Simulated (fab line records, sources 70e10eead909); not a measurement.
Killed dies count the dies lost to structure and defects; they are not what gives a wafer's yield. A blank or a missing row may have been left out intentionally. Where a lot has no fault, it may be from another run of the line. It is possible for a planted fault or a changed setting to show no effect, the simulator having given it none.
Which of the tools did it? + flow nand-harc + 36 wafers from 12 lots sampled at 6 of the route's 1302 steps

## WHAT THE GAUGES SHOWED, per wafer
NHARC_P_GATE_CD_MEAS_26: target cd 120 nm.
| lot  | measured     | on        | cd-nm (nm)        |
|------|--------------|-----------|-------------------|
| L919 | day 5 12:14  | cd-sem-03 | 119.4 119.9 120.5 |
| L922 | day 6 21:52  | cd-sem-03 | 119.3 119.3 118.5 |
| L923 | day 6 21:42  | cd-sem-02 | 120.3 120.8 119.9 |
| L926 | day 8 12:52  | cd-sem-02 | 119.8 120.3 120.6 |
| L927 | day 8 16:36  | cd-sem-03 | 118.6 120.2 120.3 |
| L929 | day 9 20:35  | cd-sem-02 | 119.6 120.7 120.3 |
| L930 | day 10 08:19 | cd-sem-02 | 120.4 119.9 119.5 |
| L931 | day 10 12:46 | cd-sem-03 | 119.5 119.5 119.1 |
| L938 | day 13 07:13 | cd-sem-01 | 118.8 119.9 119.6 |
| L939 | day 13 22:32 | cd-sem-02 | 121.0 120.0 120.7 |
| L940 | day 14 03:31 | cd-sem-01 | 120.1 120.2 119.4 |
| L941 | day 14 21:44 | cd-sem-03 | 119.7 119.7 120.3 |

NHARC_P_GATE_INSPECT_28.
| lot  | measured     | on                | raw-defect-count |
|------|--------------|-------------------|------------------|
| L919 | day 5 12:22  | defect-inspect-01 | 2 3 2            |
| L922 | day 6 21:59  | defect-inspect-02 | 6 4 3            |
| L923 | day 6 21:49  | defect-inspect-01 | 5 1 4            |
| L926 | day 8 13:00  | defect-inspect-02 | 13 8 11          |
| L927 | day 8 16:44  | defect-inspect-02 | 4 5 4            |
| L929 | day 9 20:43  | defect-inspect-01 | 27 14 15         |
| L930 | day 10 08:27 | defect-inspect-01 | 14 14 21         |
| L931 | day 10 12:53 | defect-inspect-02 | 21 29 18         |
| L938 | day 13 07:20 | defect-inspect-01 | 4 5 2            |
| L939 | day 13 22:41 | defect-inspect-01 | 6 7 11           |
| L940 | day 14 03:38 | defect-inspect-02 | 2 10 7           |
| L941 | day 14 21:51 | defect-inspect-01 | 2 6 3            |

NHARC_END_SORT_01.
| lot  | measured     | on        | killed-at-array | killed-at-other | killed-at-periphery | killed-dies | killed-open | killed-short |
|------|--------------|-----------|-----------------|-----------------|---------------------|-------------|-------------|--------------|
| L919 | day 25 06:07 | prober-01 | 46 59 47        | 0 0 0           | 4 0 2               | 50 59 49    | 3 4 3       | 4 2 3        |
| L922 | day 26 00:02 | prober-01 | 38 49 32        | 1 0 0           | 5 2 3               | 44 51 35    | 2 3 1       | 2 3 2        |
| L923 | day 25 22:13 | prober-02 | 90 86 91        | 0 2 2           | 4 0 2               | 94 88 95    | 3 2 2       | 2 2 0        |
| L926 | day 27 16:37 | prober-01 | 97 73 84        | 1 2 2           | 9 4 4               | 107 79 90   | 7 1 0       | 2 1 1        |
| L927 | day 27 20:07 | prober-02 | 73 78 99        | 0 0 0           | 1 2 5               | 74 80 104   | 1 3 7       | 1 3 4        |
| L929 | day 29 03:21 | prober-02 | 42 37 41        | 1 0 0           | 24 14 17            | 67 51 58    | 2 3 4       | 0 1 1        |
| L930 | day 29 18:00 | prober-01 | 21 30 21        | 1 1 2           | 17 7 20             | 39 38 43    | 4 3 2       | 3 2 0        |
| L931 | day 30 02:36 | prober-02 | 84 93 77        | 2 5 3           | 20 24 13            | 106 122 93  | 6 4 4       | 2 3 2        |
| L938 | day 32 17:29 | prober-01 | 41 53 52        | 0 0 1           | 0 1 3               | 41 54 56    | 1 1 6       | 0 3 2        |
| L939 | day 33 03:21 | prober-02 | 53 41 44        | 5 1 3           | 4 2 8               | 62 44 55    | 6 3 4       | 3 0 2        |
| L940 | day 33 21:01 | prober-01 | 74 74 88        | 0 0 0           | 2 5 5               | 76 79 93    | 6 1 6       | 1 0 1        |
| L941 | day 34 19:59 | prober-02 | 73 59 59        | 1 0 2           | 3 3 0               | 77 62 61    | 7 5 2       | 2 2 5        |

## WHAT TOOL EACH LOT RAN ON (gives the tool, then ch and the chambers of the sampled wafers, and finally the start)
| lot  | NHARC_P_GATE_OXIDE_02         | NHARC_P_GATE_ETCH_104              | NHARC_P_GATE_HM_OPEN_105                      |
|------|-------------------------------|------------------------------------|-----------------------------------------------|
| L919 | furnace-06 ch 0, day 4 14:11  | rie-diel-04 ch 2,3, day 5 12:31    | rie-diel-04 ch 0,3, day 25 06:07 or earlier   |
| L922 | furnace-03 ch 0, day 5 23:44  | rie-diel-08 ch 0,1,3, day 6 22:08  | rie-diel-08 ch 0,1,2, day 26 00:02 or earlier |
| L923 | furnace-03 ch 0, day 5 23:44  | rie-diel-04 ch 0,1,3, day 6 21:59  | rie-diel-04 ch 0,1,3, day 25 22:13 or earlier |
| L926 | furnace-03 ch 0, day 7 16:21  | rie-diel-01 ch 0,2,3, day 8 13:22  | rie-diel-01 ch 0,1,3, day 27 16:37 or earlier |
| L927 | furnace-06 ch 0, day 7 21:45  | rie-diel-01 ch 0,3, day 8 16:53    | rie-diel-01 ch 1,2, day 27 20:07 or earlier   |
| L929 | furnace-03 ch 0, day 9 01:16  | rie-diel-04 ch 0,2,3, day 9 20:53  | rie-diel-04 ch 0,2,3, day 29 03:21 or earlier |
| L930 | furnace-03 ch 0, day 9 07:02  | rie-diel-01 ch 0,1,3, day 10 08:36 | rie-diel-01 ch 0,3, day 29 18:00 or earlier   |
| L931 | furnace-03 ch 0, day 9 17:35  | rie-diel-01 ch 2,3, day 10 13:02   | rie-diel-01 ch 1,2,3, day 30 02:36 or earlier |
| L938 | furnace-01 ch 0, day 12 11:49 | rie-diel-08 ch 1,2, day 13 07:29   | rie-diel-08 ch 0,1,2, day 32 17:29 or earlier |
| L939 | furnace-03 ch 0, day 12 23:11 | rie-diel-04 ch 0,1,2, day 13 22:50 | rie-diel-04 ch 0,2, day 33 03:21 or earlier   |
| L940 | furnace-03 ch 0, day 13 05:01 | rie-diel-01 ch 1,2,3, day 14 03:47 | rie-diel-01 ch 2,3, day 33 21:01 or earlier   |
| L941 | furnace-06 ch 0, day 13 22:29 | rie-diel-01 ch 0,1, day 14 22:00   | rie-diel-01 ch 2,3, day 34 19:59 or earlier   |
- NHARC_P_GATE_OXIDE_02: material SiO2, target thk 37.5 nm, ox time 365 s.
- NHARC_P_GATE_ETCH_104: etches the open film in CF4/CHF3, target depth 60 nm.
- NHARC_P_GATE_HM_OPEN_105: chemistry O2/COS, target depth 360 nm.

## WHAT THE TOOLS THEMSELVES READ (means of the sampled wafers that have a number; where no wafer has one, the mark that the record gives instead)
NHARC_P_GATE_OXIDE_02.
| lot  | tool       | zone-power-lower-pct (%) |
|------|------------|--------------------------|
| L919 | furnace-06 | 18.3                     |
| L922 | furnace-03 | 20.1                     |
| L923 | furnace-03 | 20.3                     |
| L926 | furnace-03 | 20.2                     |
| L927 | furnace-06 | 18.2                     |
| L929 | furnace-03 | 20.0                     |
| L930 | furnace-03 | 20.0                     |
| L931 | furnace-03 | 20.3                     |
| L938 | furnace-01 | 24.0                     |
| L939 | furnace-03 | 20.1                     |
| L940 | furnace-03 | 20.0                     |
| L941 | furnace-06 | 18.2                     |

NHARC_P_GATE_ETCH_104.
| lot  | tool        | bias-w (W) | drypump-motor-current-A (A) | oes-product-au (a.u.) | rf-vpp-V (V) | showerhead-plenum-p-Torr (Torr) | throttle-valve-pct (%) |
|------|-------------|------------|-----------------------------|-----------------------|--------------|---------------------------------|------------------------|
| L919 | rie-diel-04 | 199.9      | 5.8                         | 0.911                 | 370.5        | 1.56                            | 16.804                 |
| L922 | rie-diel-08 | 200.1      | 6.1                         | 0.969                 | 370.0        | 1.55                            | 16.804                 |
| L923 | rie-diel-04 | 199.8      | 6.2                         | 0.923                 | 370.5        | 1.59                            | 16.805                 |
| L926 | rie-diel-01 | 200.4      | 6.1                         | 0.919                 | 370.1        | 1.57                            | 16.801                 |
| L927 | rie-diel-01 | 199.9      | 5.8                         | 0.931                 | 368.5        | 1.54                            | 16.804                 |
| L929 | rie-diel-04 | 199.7      | 6.2                         | 0.926                 | 370.6        | 1.58                            | 16.801                 |
| L930 | rie-diel-01 | 200.0      | 5.6                         | 0.967                 | 372.2        | 1.60                            | 16.809                 |
| L931 | rie-diel-01 | 199.4      | 6.4                         | 0.978                 | 371.7        | 1.59                            | 16.798                 |
| L938 | rie-diel-08 | 199.7      | 5.6                         | 0.924                 | 371.6        | 1.64                            | 16.801                 |
| L939 | rie-diel-04 | 200.2      | 6.7                         | 0.955                 | 371.3        | 1.58                            | 16.815                 |
| L940 | rie-diel-01 | 200.2      | 5.9                         | 0.963                 | 371.6        | 1.62                            | 16.804                 |
| L941 | rie-diel-01 | 200.2      | 5.7                         | 0.951                 | 369.7        | 1.55                            | 16.795                 |

NHARC_P_GATE_HM_OPEN_105.
| lot  | tool        | bias-w (W) | drypump-motor-current-A (A) | oes-product-au (a.u.) | rf-vpp-V (V) | showerhead-plenum-p-Torr (Torr) | throttle-valve-pct (%) |
|------|-------------|------------|-----------------------------|-----------------------|--------------|---------------------------------|------------------------|
| L919 | rie-diel-04 | 300.0      | 6.2                         | 1.002                 | 469.3        | 3.21                            | 28.329                 |
| L922 | rie-diel-08 | 299.6      | 5.8                         | 0.996                 | 468.5        | 3.17                            | 28.331                 |
| L923 | rie-diel-04 | 299.5      | 6.2                         | 0.993                 | 468.3        | 3.16                            | 28.335                 |
| L926 | rie-diel-01 | 299.6      | 5.6                         | 0.998                 | 467.9        | 3.17                            | 28.330                 |
| L927 | rie-diel-01 | 299.7      | 6.3                         | 0.991                 | 468.6        | 3.18                            | 28.331                 |
| L929 | rie-diel-04 | 299.7      | 6.2                         | 0.993                 | 468.1        | 3.13                            | 28.324                 |
| L930 | rie-diel-01 | 300.2      | 5.7                         | 0.998                 | 468.2        | 3.14                            | 28.323                 |
| L931 | rie-diel-01 | 300.0      | 5.9                         | 0.999                 | 468.8        | 3.22                            | 28.340                 |
| L938 | rie-diel-08 | 299.6      | 5.8                         | 1.002                 | 468.2        | 3.16                            | 28.333                 |
| L939 | rie-diel-04 | 300.0      | 6.6                         | 1.003                 | 468.7        | 3.19                            | 28.336                 |
| L940 | rie-diel-01 | 300.1      | 6.0                         | 0.996                 | 468.0        | 3.19                            | 28.344                 |
| L941 | rie-diel-01 | 300.8      | 6.4                         | 0.992                 | 467.0        | 3.15                            | 28.326                 |

## THE ANSWER, worked out from the rows above alone
Rule: usual is defined by the lots themselves. The widest of any qualifying gaps counts: lots, ordered by their means at a reading, are off when they make up no more than a third of the lots, leave a main group of 4 or more, and stand apart from it by 3 or more times the standard deviation of that group's means. A main group is skipped when, at the precision printed for the reading in the tables above, its means are all equal. Also off: a lot with no number at a reading for which 4 or more lots have one. Where the step has rows for the other lots, those lots are counted as sound. The gauges are gone through in route order, then the tools' own readings, and for those a lot's mean is taken as printed above. At the first step where some lot is off, the reading lying furthest off is the one used; lots without a number count as furthest.
Off at NHARC_END_SORT_01 (killed-at-periphery): L929, L930, L931. Mean 3.1 and standard deviation 1.4 in the main group.
A tool fits if, at a process step before that reading, it ran every lot that is off, and no sound lot after the first of them. Those tools and the gauges at NHARC_END_SORT_01 are tried in the same way. With no start given for some of its lots, NHARC_P_GATE_HM_OPEN_105 uses the hours and lot order of NHARC_END_SORT_01. Of those tried, none fits.

## WHAT THE SIMULATOR HAD PUT IN
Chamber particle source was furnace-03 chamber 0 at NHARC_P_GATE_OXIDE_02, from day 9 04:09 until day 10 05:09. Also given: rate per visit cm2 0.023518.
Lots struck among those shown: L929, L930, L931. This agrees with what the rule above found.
